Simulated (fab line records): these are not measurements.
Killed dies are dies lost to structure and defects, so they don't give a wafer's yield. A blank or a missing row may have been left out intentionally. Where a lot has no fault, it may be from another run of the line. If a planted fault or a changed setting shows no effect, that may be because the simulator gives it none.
The tool behind it: which one?	flow nand harc	72 wafers from 24 lots sampled at 6 of the route's 1159 steps

WHAT THE GAUGES READ, wafer by wafer
NHARC_A_BONDPAD_THK_MEAS_20: measures by xrf. Usual: thk nm at 169.1 nm, with a standard deviation of 1.8.
lot	measured	on	thk nm (nm)	flag
L075	day 18 00:07	film metro-02	170.4 168.7 167.7	
L074	day 18 03:58	film metro-02	170.7 171.0 170.2	
L077	day 18 07:29	film metro-02	171.6 166.7 167.8	
L076	day 18 08:53	film metro-02	169.0 170.3 167.8	
L079	day 18 11:08	film metro-01	168.7 165.8 167.1	
L078	day 19 10:43	film metro-01	171.0 169.1 169.7	
L081	day 19 17:58	film metro-02	170.3 171.0 169.6	
L080	day 20 11:01	film metro-01	167.7 170.3 167.0	
L083	day 20 14:26	film metro-01	167.6 167.6 167.0	
L084	day 20 17:35	film metro-02	172.3 170.3 170.1	
L082	day 20 18:55	film metro-01	167.8 166.3 168.4	
L086	day 22 07:13	film metro-02	169.0 172.2 171.7	
L087	day 22 07:35	film metro-02	168.6 166.6 169.5	
L088	day 22 13:21	film metro-01	171.1 167.7 169.4	
L085	day 22 13:44	film metro-01	168.5 171.7 167.8	
L091	day 23 00:37	film metro-01	167.9 168.3 167.2	
L090	day 23 01:28	film metro-01	169.1 167.8 169.4	
L089	day 23 02:36	film metro-02	167.0 169.1 166.2	
L092	day 23 09:07	film metro-02	167.8 169.8 167.1	
L094	day 23 10:23	film metro-02	170.0 168.6 167.9	
L093	day 23 12:38	film metro-02	170.6 171.2 170.5	
L095	day 23 20:06	film metro-01	171.3 170.4 169.7	
L096	day 23 19:26	film metro-01	170.4 170.1 169.8	
L097	day 24 11:58	film metro-02	169.3 168.5 170.9	

NHARC_A_BONDPAD_INSPECT_23. Usual: raw defect count at 492, with a standard deviation of 140.
lot	measured	on	raw defect count	flag
L075	day 18 00:20	defect inspect-01	349 378 301	
L074	day 18 04:12	defect inspect-01	419 425 569	
L077	day 18 07:43	defect inspect-02	474 360 794	
L076	day 18 09:05	defect inspect-01	352 297 476	
L079	day 18 11:20	defect inspect-02	512 719 445	
L078	day 19 10:56	defect inspect-01	509 451 343	
L081	day 19 18:12	defect inspect-02	447 504 486	
L080	day 20 11:13	defect inspect-02	825 571 604	
L083	day 20 14:41	defect inspect-01	328 312 289	
L084	day 20 17:47	defect inspect-01	713 875 635	
L082	day 20 19:09	defect inspect-02	469 593 424	
L086	day 22 07:25	defect inspect-01	455 613 498	
L087	day 22 07:49	defect inspect-01	577 521 568	
L088	day 22 13:34	defect inspect-01	486 543 429	
L085	day 22 13:58	defect inspect-01	430 368 399	
L091	day 23 00:50	defect inspect-01	373 654 315	
L090	day 23 01:40	defect inspect-01	562 705 879	
L089	day 23 02:48	defect inspect-02	415 830 552	
L092	day 23 09:20	defect inspect-02	515 453 435	
L094	day 23 10:38	defect inspect-01	470 424 511	
L093	day 23 12:52	defect inspect-01	449 729 651	
L095	day 23 20:20	defect inspect-02	425 519 483	
L096	day 23 19:40	defect inspect-01	466 345 380	
L097	day 24 12:10	defect inspect-01	437 427 454	

TOOL THAT RAN EACH LOT (tool first, then ch and the chambers of the sampled wafers, then the start)
lot	NHARC_A_BLC_STRIP_29	NHARC_A_M0_ANNEAL_30	NHARC_A_M0_DEP_32	NHARC_A_BONDPAD_DEGAS_25
L075	rie diel-02 ch 0,1,3, day 17 08:38	rtp anneal-01 ch 0, day 17 14:41	pecvd-04 ch 0,1,2, day 17 15:38	pvd sputter-01, day 17 22:41
L074	rie diel-07 ch 0,1, day 17 12:43	rtp anneal-02 ch 0, day 17 18:32	pecvd-02 ch 1,2, day 17 19:37	pvd sputter-01, day 18 02:34
L077	rie diel-07 ch 1,3, day 17 17:14	rtp anneal-01 ch 0, day 17 21:55	pecvd-01 ch 0,2, day 17 22:54	pvd sputter-03, day 18 06:06
L076	rie diel-11 ch 1,3, day 17 18:15	rtp anneal-02 ch 0, day 17 23:14	pecvd-01 ch 0,1,2, day 18 00:12	pvd sputter-02, day 18 07:27
L079	rie diel-11 ch 1,2,3, day 17 20:29	rtp anneal-01 ch 0, day 18 01:29	pecvd-01 ch 0,2, day 18 02:27	pvd sputter-02, day 18 09:45
L078	rie diel-07 ch 0,2, day 18 15:31	rtp anneal-02 ch 0, day 19 01:08	pecvd-01 ch 0,1, day 19 02:03	pvd sputter-01, day 19 09:19
L081	rie diel-11 ch 0,2, day 19 03:44	rtp anneal-02 ch 0, day 19 08:26	pecvd-01 ch 0,2, day 19 09:18	pvd sputter-01, day 19 16:28
L080	rie diel-02 ch 0,1,2, day 19 16:50	rtp anneal-01 ch 0, day 20 01:15	pecvd-02 ch 0,1,2, day 20 02:29	pvd sputter-02, day 20 09:37
L083	rie diel-11 ch 1,3, day 19 17:27	rtp anneal-02 ch 0, day 20 04:02	pecvd-01 ch 0,2, day 20 05:18	pvd sputter-03, day 20 12:22
L084	rie diel-11 ch 0,1,3, day 19 22:58	rtp anneal-02 ch 0, day 20 08:19	pecvd-01 ch 0,2, day 20 09:22	pvd sputter-02, day 20 16:12
L082	rie diel-02 ch 0,1, day 19 23:49	rtp anneal-02 ch 0, day 20 09:01	pecvd-01 ch 0,2, day 20 09:59	pvd sputter-01, day 20 17:31
L086	rie diel-11 ch 1,2,3, day 21 05:31	rtp anneal-02 ch 0, day 21 21:35	pecvd-04 ch 0,2, day 21 22:35	pvd sputter-02, day 22 05:47
L087	rie diel-07 ch 1,2,3, day 21 06:16	rtp anneal-01 ch 0, day 21 22:04	pecvd-02 ch 0,1,2, day 21 23:02	pvd sputter-01, day 22 06:10
L088	rie diel-07 ch 0,1,2, day 21 15:56	rtp anneal-01 ch 0, day 22 03:25	pecvd-01 ch 0,2, day 22 04:22	pvd sputter-02, day 22 11:56
L085	rie diel-07 ch 0,2, day 21 16:32	rtp anneal-01 ch 0, day 22 03:55	pecvd-01 ch 0,1,2, day 22 04:52	pvd sputter-03, day 22 12:17
L091	rie diel-07 ch 0,3, day 22 01:57	rtp anneal-02 ch 0, day 22 15:12	pecvd-01 ch 0,1,2, day 22 16:08	pvd sputter-02, day 22 23:14
L090	rie diel-11 ch 1,3, day 22 02:35	rtp anneal-01 ch 0, day 22 15:38	pecvd-04 ch 1,2, day 22 16:46	pvd sputter-01, day 23 00:04
L089	rie diel-07 ch 1,2, day 22 03:56	rtp anneal-02 ch 0, day 22 16:30	pecvd-04 ch 1,2, day 22 17:29	pvd sputter-03, day 23 01:07
L092	rie diel-07 ch 0,2,3, day 22 13:27	rtp anneal-02 ch 0, day 22 23:35	pecvd-04 ch 0,1,2, day 23 00:33	pvd sputter-02, day 23 07:41
L094	rie diel-11 ch 0,3, day 22 17:25	rtp anneal-01 ch 0, day 22 23:46	pecvd-01 ch 0,1,2, day 23 00:46	pvd sputter-02, day 23 08:23
L093	rie diel-02 ch 1,2,3, day 22 18:12	rtp anneal-01 ch 0, day 23 02:51	pecvd-04 ch 0,1, day 23 03:52	pvd sputter-03, day 23 11:09
L095	rie diel-11 ch 2,3, day 23 02:37	rtp anneal-02 ch 0, day 23 10:49	pecvd-02 ch 0,2, day 23 11:45	pvd sputter-02, day 23 18:43
L096	rie diel-07 ch 1,2,3, day 23 02:53	rtp anneal-01 ch 0, day 23 10:01	pecvd-01 ch 0,1,2, day 23 10:59	pvd sputter-01, day 23 17:59
L097	rie diel-02 ch 0,1,2, day 23 16:38	rtp anneal-01 ch 0, day 24 02:10	pecvd-01 ch 0,2, day 24 03:28	pvd sputter-02, day 24 10:32
- NHARC_A_BLC_STRIP_29: strips in CF4.
- NHARC_A_M0_ANNEAL_30: time 90 s.
- NHARC_A_M0_DEP_32: deposits SiCN, target thk 30 nm.
- NHARC_A_BONDPAD_DEGAS_25: time 60 s.

WHAT THE TOOLS THEMSELVES READ (means of the sampled wafers that have a number; where no wafer has one, the mark that the record gives instead)
NHARC_A_BLC_STRIP_29. Usual: cf4 flow sccm 150.0 sccm, standard deviation 0.42; drypump motor current A 5.8 A, standard deviation 0.42; oes product au 0.998 a.u., standard deviation 0.013; rf vpp V 59.2 V, standard deviation 0.95; showerhead plenum p Torr 1.74 Torr, standard deviation 0.073; throttle valve pct 13.283 %, standard deviation 0.0093.
lot	tool	cf4 flow sccm (sccm)	drypump motor current A (A)	oes product au (a.u.)	rf vpp V (V)	showerhead plenum p Torr (Torr)	throttle valve pct (%)	flag
L075	rie diel-02	149.7	6.0	0.994	59.5	1.72	13.281	
L074	rie diel-07	149.8	5.9	1.007	59.6	1.79	13.279	
L077	rie diel-07	149.7	5.6	1.004	59.0	1.71	13.283	
L076	rie diel-11	150.3	5.9	1.008	59.8	1.76	13.276	
L079	rie diel-11	149.8	5.5	0.995	59.7	1.73	13.291	
L078	rie diel-07	150.0	6.1	1.000	60.0	1.81	13.295	
L081	rie diel-11	150.2	5.7	1.014	59.1	1.79	13.278	
L080	rie diel-02	149.7	6.0	0.990	57.9	1.74	13.287	
L083	rie diel-11	150.1	5.5	1.003	59.6	1.70	13.284	
L084	rie diel-11	150.7	5.7	0.998	59.4	1.76	13.286	
L082	rie diel-02	150.0	6.0	0.995	58.6	1.72	13.282	
L086	rie diel-11	150.3	5.6	0.986	59.4	1.73	13.287	
L087	rie diel-07	150.3	5.9	1.007	58.9	1.73	13.277	
L088	rie diel-07	150.0	6.0	0.985	59.2	1.75	13.280	
L085	rie diel-07	149.9	6.1	0.992	59.5	1.81	13.280	
L091	rie diel-07	150.2	5.9	1.011	59.2	1.83	13.291	
L090	rie diel-11	150.0	5.4	0.997	58.7	1.70	13.275	
L089	rie diel-07	149.8	5.9	0.991	60.0	1.69	13.284	
L092	rie diel-07	149.9	6.1	1.005	59.8	1.79	13.286	
L094	rie diel-11	150.4	5.3	0.993	58.7	1.70	13.290	
L093	rie diel-02	149.8	5.9	0.995	58.9	1.73	13.288	
L095	rie diel-11	149.7	5.2	0.985	59.5	1.70	13.280	
L096	rie diel-07	150.1	5.9	0.998	59.2	1.73	13.292	
L097	rie diel-02	149.6	5.9	0.993	59.0	1.73	13.285	

NHARC_A_M0_ANNEAL_30. Usual: wafer_temp_C_max at 225.9, with a standard deviation of 0.34.
lot	tool	wafer_temp_C_max	flag
L075	rtp anneal-01	226.0	
L074	rtp anneal-02	225.5	
L077	rtp anneal-01	226.0	
L076	rtp anneal-02	225.7	
L079	rtp anneal-01	226.3	
L078	rtp anneal-02	225.6	
L081	rtp anneal-02	225.6	
L080	rtp anneal-01	226.1	
L083	rtp anneal-02	225.4	
L084	rtp anneal-02	225.7	
L082	rtp anneal-02	225.9	
L086	rtp anneal-02	225.6	
L087	rtp anneal-01	226.2	
L088	rtp anneal-01	226.2	
L085	rtp anneal-01	226.1	
L091	rtp anneal-02	225.5	
L090	rtp anneal-01	226.2	
L089	rtp anneal-02	225.6	
L092	rtp anneal-02	225.5	
L094	rtp anneal-01	226.4	
L093	rtp anneal-01	226.1	
L095	rtp anneal-02	225.8	
L096	rtp anneal-01	226.1	
L097	rtp anneal-01	226.1	

NHARC_A_M0_DEP_32. Usual: heater power w 560 W, standard deviation 56; showerhead vpp V 1298 V, standard deviation 56.
lot	tool	heater power w (W)	showerhead vpp V (V)	flag
L075	pecvd-04	574	1300	
L074	pecvd-02	522	1423	
L077	pecvd-01	541	1298	
L076	pecvd-01	557	1269	
L079	pecvd-01	587	1299	
L078	pecvd-01	544	1277	
L081	pecvd-01	611	1295	
L080	pecvd-02	568	1388	
L083	pecvd-01	492	1304	
L084	pecvd-01	581	1296	
L082	pecvd-01	582	1290	
L086	pecvd-04	654	1302	
L087	pecvd-02	566	1385	
L088	pecvd-01	517	1275	
L085	pecvd-01	501	1277	
L091	pecvd-01	555	1284	
L090	pecvd-04	570	1331	
L089	pecvd-04	496	1316	
L092	pecvd-04	567	1287	
L094	pecvd-01	583	1276	
L093	pecvd-04	528	1268	
L095	pecvd-02	534	1426	
L096	pecvd-01	541	1273	
L097	pecvd-01	565	1298	

NHARC_A_BONDPAD_DEGAS_25. Usual: heater power w at 478 W, with a standard deviation of 60.
lot	tool	heater power w (W)	flag
L075	pvd sputter-01	502	
L074	pvd sputter-01	428	
L077	pvd sputter-03	432	
L076	pvd sputter-02	473	
L079	pvd sputter-02	517	
L078	pvd sputter-01	471	
L081	pvd sputter-01	411	
L080	pvd sputter-02	491	
L083	pvd sputter-03	430	
L084	pvd sputter-02	514	
L082	pvd sputter-01	453	
L086	pvd sputter-02	498	
L087	pvd sputter-01	457	
L088	pvd sputter-02	494	
L085	pvd sputter-03	422	
L091	pvd sputter-02	497	
L090	pvd sputter-01	550	
L089	pvd sputter-03	472	
L092	pvd sputter-02	464	
L094	pvd sputter-02	520	
L093	pvd sputter-03	422	
L095	pvd sputter-02	515	
L096	pvd sputter-01	511	
L097	pvd sputter-02	497	

THE ANSWER, worked out from the rows above alone
Rule: a lot counts as off when the mean over its wafers that have a number is more than 3 standard deviations away from the usual mean. A lot without any number at a reading at which 4 lots or more have one is off too. Where the step has rows for the other lots, those lots are counted as sound. First the gauges in route order, then the tools' own readings, where a lot's mean is used as printed above. The first step at which some lot is off is used, and at that step the reading that is off furthest; a lot without a number counts as furthest.
No lot is off on any of the readings shown, so nothing can be concluded from this.

WHAT THE SIMULATOR HAD PUT IN
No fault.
